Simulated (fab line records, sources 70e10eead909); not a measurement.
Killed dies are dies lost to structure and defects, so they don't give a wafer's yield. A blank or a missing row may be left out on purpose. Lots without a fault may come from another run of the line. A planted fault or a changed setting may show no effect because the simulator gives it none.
A struck lot beside a sound one | flow nand_harc | 25 steps out of a route of 1302
Sound: wafers L284.1, L284.2, L284.4. Struck: wafers L295.2, L295.4, L295.5. The cause comes at the end.
At each step with rows: each side's tool, then ch and its chambers, then its first start. Under that, the readings that differ: sound wafers | struck wafers | difference of the means | sigmas: that difference in standard deviations of wafers without a fault.
alike: readings whose means differ by less than 2 such deviations, and words and numbers that are the same on both sides. not compared: withheld readings, readings that some wafer has no value for, bounds like >300 that may hide the same value, and numbers for which the record gives no deviation and whose values overlap.
The two part at a step that has a row with sigmas, a row that says differs or no value, or rows on one side only. Numbers that don't overlap but have no deviation are shown without sigmas and don't part them. A reading that every wafer of one side lacks parts them only if that side has two wafers or more.

first, 1 step without rows for these wafers: NHARC_P_M0_SRD_25.
NHARC_P_M0_INSPECT_27:
  sound on defect_inspect-01, day 6 03:14; struck on defect_inspect-01, day 10 17:59
  alike: raw_defect_count
NHARC_P_M0_PRE_CLEAN_31: time 12 s.
  sound on pecvd-02 ch 0,1,2, day 6 03:19; struck on pecvd-01 ch 0,1,2, day 10 18:04
  alike: heater_power_w, rf_fwd_power_W
NHARC_P_M0_DEP_32: deposits SiCN, target thk 30 nm.
  sound on pecvd-02 ch 0,1,2, day 6 03:25; struck on pecvd-01 ch 0,1,2, day 10 18:08
  alike: heater_power_w, rf_fwd_power_W
then, 7 steps without rows for these wafers: NHARC_P_M1_DEP_00 (deposits SiOC, target thk 182.5 nm); NHARC_P_M1_DEHYDRATE_01 (time 120 s); NHARC_P_M1_HMDS_02 (time 30 s); NHARC_P_M1_COAT_34 (time 65 s); NHARC_P_M1_COAT_03 (resist thk 90 nm); NHARC_P_M1_SOFTBAKE_04 (time 55 s); NHARC_P_M1_EBR_05.
NHARC_P_M1_EXPOSE_06: exposes mask P M1, target cd 130 nm.
  sound on arfi_scanner-03 ch 0, day 6 04:29; struck on arfi_scanner-01 ch 0, day 10 19:15
  reading              | sound             | struck            | difference | sigmas
  exposure_dose_mJ_cm2 | 81.79 81.78 81.88 | 81.00 81.01 81.00 | -0.81      | -9
  alike: mask, focus_offset_nm, reticle_temp_C
then, 2 steps without rows for these wafers: NHARC_P_M1_PEB_07 (peb time 65 s); NHARC_P_M1_DEVELOP_08 (develop time 35 s).
NHARC_P_M1_CD_MEAS_09: target cd 130 nm.
  sound on cd_sem-03 ch 0, day 6 04:38; struck on cd_sem-03 ch 0, day 10 19:23
  reading    | sound             | struck            | difference | sigmas
  cd_nm (nm) | 130.7 131.7 130.1 | 132.7 134.9 134.5 | +3.2       | +5
NHARC_P_M1_OVL_MEAS_10: pitch 260 nm.
  sound on overlay-02, day 6 04:43; struck on overlay-02, day 10 19:28
  alike: overlay_x_nm, overlay_y_nm
NHARC_P_M1_INSPECT_11:
  sound on defect_inspect-01, day 6 04:46; struck on defect_inspect-01, day 10 19:31
  reading          | sound | struck  | difference | sigmas
  raw_defect_count | 3 5 2 | 9 11 10 | +7         | +2
NHARC_P_M1_DESCUM_14: chemistry O2, time 3 s.
  sound on rie_diel-03 ch 0,1,3, day 6 04:49; struck on rie_diel-11 ch 0,1,3, day 10 19:35
  reading               | sound             | struck            | difference | sigmas
  model.P_M1.cd_nm (nm) | 130.7 131.4 129.6 | 132.4 136.5 134.3 | +3.8       |
  alike: drypump_motor_current_A, o2_flow_sccm, oes_product_au, rf_vpp_V, showerhead_plenum_p_Torr, throttle_valve_pct
  not compared: rf_hours_counter_h
NHARC_P_M1_ETCH_35: etches the open film in N2/H2, target depth 40 nm, overetch 12 nm, time 43.94 s.
  sound on rie_diel-03 ch 1,2,3, day 6 04:54; struck on rie_diel-11 ch 0,1,2, day 10 19:40
  alike: drypump_motor_current_A, n2_flow_sccm, oes_product_au, rf_fwd_power_W, rf_vpp_V, showerhead_plenum_p_Torr, throttle_valve_pct
  not compared: rf_hours_counter_h
NHARC_P_M1_ETCH_15: etches the open film in C4F8/Ar, target depth 182.5 nm, time 91.2 s.
  sound on rie_diel-03 ch 0,1,2; struck on rie_diel-11 ch 0,1
  alike: oes_product_au, rf_fwd_power_W, rf_vpp_V
  not compared: rf_hours_counter_h
NHARC_P_M1_CD_MEAS_16:
  sound on cd_sem-01, day 6 05:07; struck on cd_sem-01, day 10 19:53
  reading    | sound             | struck            | difference | sigmas
  cd_nm (nm) | 130.2 130.9 130.1 | 133.2 135.9 134.6 | +4.2       | +4
NHARC_P_M1_STRIP_18: strips in N2/H2.
  sound on rie_diel-04 ch 1,2,3, day 6 05:13; struck on rie_diel-03 ch 0,2, day 10 20:01
  alike: drypump_motor_current_A, n2_flow_sccm, oes_product_au, rf_fwd_power_W, rf_vpp_V, showerhead_plenum_p_Torr, throttle_valve_pct
  not compared: rf_hours_counter_h
NHARC_P_M1_ETCH_28: etches the open film in CF4/N2, target depth 30 nm, time 72.99 s.
  sound on rie_diel-04 ch 0,1,3; struck on rie_diel-03 ch 0,1
  reading               | sound           | struck            | difference | sigmas
  model.P_M1.cd_nm (nm) | 130.4 131.6 131 | 132.8 136.4 134.5 | +3.6       |
  alike: drypump_motor_current_A, n2_flow_sccm, oes_product_au, rf_fwd_power_W, rf_vpp_V, showerhead_plenum_p_Torr, throttle_valve_pct
  not compared: rf_hours_counter_h
then, 1 step without rows for these wafers: NHARC_P_M1_STRIP_19 (strips in post etch residue remover, time 600 s).
-- the record jumps here: 18 days lie between the struck wafers' starts before and after (it left off in module P_M1 and takes up again in module END, whose first step shown is number 1302 of the route) --
NHARC_END_SORT_01:
  sound on prober-01 ch 0, day 23 21:11; struck on prober-02 ch 0, day 29 03:43
  alike: defect_limited_yield, killed_at_array, killed_at_other, killed_at_periphery, killed_dies, killed_open, killed_short, sort_bin_2_pct, sort_bin_3_pct, sort_bin_4_pct, sort_n_pass, sort_rim_yield_pct, sort_yield_pct

WHERE THEY PART
First at NHARC_P_M1_EXPOSE_06; last, within this record, at NHARC_P_M1_CD_MEAS_16. Later steps at which nothing parts them and some readings are alike: NHARC_P_M1_STRIP_18, NHARC_P_M1_ETCH_28, NHARC_END_SORT_01.

WHY: what the simulator had put in
Process parameter drift: arfi_scanner-01, from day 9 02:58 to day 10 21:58, at NHARC_P_M1_EXPOSE_06. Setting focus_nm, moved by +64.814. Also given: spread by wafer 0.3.
